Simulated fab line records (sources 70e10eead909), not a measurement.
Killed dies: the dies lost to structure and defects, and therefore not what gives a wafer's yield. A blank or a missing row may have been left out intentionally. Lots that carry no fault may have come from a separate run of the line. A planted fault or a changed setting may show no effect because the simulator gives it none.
A lot that was struck, set against a sound lot	flow nandHarc	14 out of 1302 route steps
Sound: these wafers, L856.1, L856.3, L856.4. Struck: wafer L850.1. (L850.3, L850.6 of the same lot were not struck and are left out.) The cause comes at the end.
For every step that has rows: the tool of each side, followed by ch and its chambers, followed by its first start. Under that, the readings that differ: sound wafers	struck wafers	difference of the means	sigmas: that difference in standard deviations of wafers without a fault.
alike: a reading whose means differ by less than 2 such deviations, as well as words and numbers matching on both sides. not compared: withheld readings; readings where some wafer has no value; bounds like >300 that might hide an equal value; numbers whose values overlap and for which the record gives no deviation.
Wherever a step has rows on one side only, a row that says differs or no value, or a row with sigmas, the two part there. When numbers do not overlap yet have no deviation, they are printed without sigmas and do not part them. A reading missing from all wafers of one side parts the sides only when that side holds two or more wafers.

first, 5 steps without rows for these wafers: NHARC_A_BONDPAD_SOFTBAKE_04 (time 70 s); NHARC_A_BONDPAD_EBR_05; NHARC_A_BONDPAD_EXPOSE_06 (exposes mask A BPAD); NHARC_A_BONDPAD_PEB_07 (peb time 80 s); NHARC_A_BONDPAD_DEVELOP_08 (time 50 s).
NHARC_A_BONDPAD_CD_MEAS_09 targets a cd of 500 nm.
  sound on cdSem-03 ch 0, day 28 03:35; struck on cdSem-01 ch 0, day 25 19:52
reading	sound	struck	difference	sigmas
cdNm (nm)	503.2 501.8 498.6	496.5	-4.7	-2
NHARC_A_BONDPAD_OVL_MEAS_35:
  sound on overlay-02, day 28 03:40; struck on overlay-02, day 25 19:58
reading	sound	struck	difference	sigmas
overlayXNm (nm)	-6 -7 -6	7	+13	+2
  alike: overlayYNm
then, 1 step without rows for these wafers: NHARC_A_BONDPAD_HARDBAKE_10 (time 65 s).
NHARC_A_BONDPAD_DESCUM_11: chemistry O2, time 3 s.
  sound on rieDiel-03 ch 0,1,3, day 28 03:48; struck on rieDiel-03 ch 0, day 25 20:05
reading	sound	struck	difference	sigmas
rfHoursCounterH (h)	0 0 0	4	+4	
  alike: drypumpMotorCurrentA, oesProductAu, rfVppV, showerheadPlenumPTorr, throttleValvePct
NHARC_A_BONDPAD_ETCH_34: etches the open film in N2/H2, target depth 60 nm, overetch 18 nm, time 65.91 s.
  sound on rieDiel-03 ch 0,2,3, day 28 03:52; struck on rieDiel-03 ch 3, day 25 20:10
reading	sound	struck	difference	sigmas
rfHoursCounterH (h)	0 0 0	3	+3	
  alike: drypumpMotorCurrentA, oesProductAu, rfVppV, showerheadPlenumPTorr, throttleValvePct
NHARC_A_BONDPAD_ETCH_12: etches the open film in CHF3/O2, target depth 220 nm, time 110 s.
  sound: rieDiel-03 ch 1,2,3; struck: rieDiel-03 ch 3
reading	sound	struck	difference	sigmas
rfHoursCounterH (h)	1 0 1	3	+2	
  alike: drypumpMotorCurrentA, oesProductAu, rfVppV, showerheadPlenumPTorr, throttleValvePct
NHARC_A_BONDPAD_CD_MEAS_13:
  sound on cdSem-02, day 28 04:06; struck on cdSem-03, day 25 20:23
reading	sound	struck	difference	sigmas
cdNm (nm)	501.9 499.9 498.5	493.3	-6.8	-3
NHARC_A_BONDPAD_STRIP_15: strips in O2.
  sound on rieDiel-10 ch 1,2,3, day 28 04:11; struck on rieDiel-11 ch 1, day 25 20:28
reading	sound	struck	difference	sigmas
chamberPressureMTorr (mTorr)	59.93 59.97 59.96	53.33	-6.62	-99 or more
rfHoursCounterH (h)	12 14 13	27	+14	
throttleValvePct (%)	17.041 17.055 17.042	17.027	-0.019	-2
  alike: drypumpMotorCurrentA, oesProductAu, rfVppV, showerheadPlenumPTorr
NHARC_A_BONDPAD_ETCH_24: etches the open film in CF4/N2, target depth 30 nm, time 72.99 s.
  sound: rieDiel-10 ch 0,1,2; struck: rieDiel-11 ch 1
reading	sound	struck	difference	sigmas
rfHoursCounterH (h)	14 14 12	27	+14	
  alike: drypumpMotorCurrentA, oesProductAu, rfVppV, showerheadPlenumPTorr, throttleValvePct

== WHERE THEY PART ==
First at NHARC_A_BONDPAD_CD_MEAS_09; last, within this record, at NHARC_A_BONDPAD_STRIP_15. Later steps at which nothing parts them and some readings are alike: NHARC_A_BONDPAD_ETCH_24.

WHY: the cause the simulator had injected
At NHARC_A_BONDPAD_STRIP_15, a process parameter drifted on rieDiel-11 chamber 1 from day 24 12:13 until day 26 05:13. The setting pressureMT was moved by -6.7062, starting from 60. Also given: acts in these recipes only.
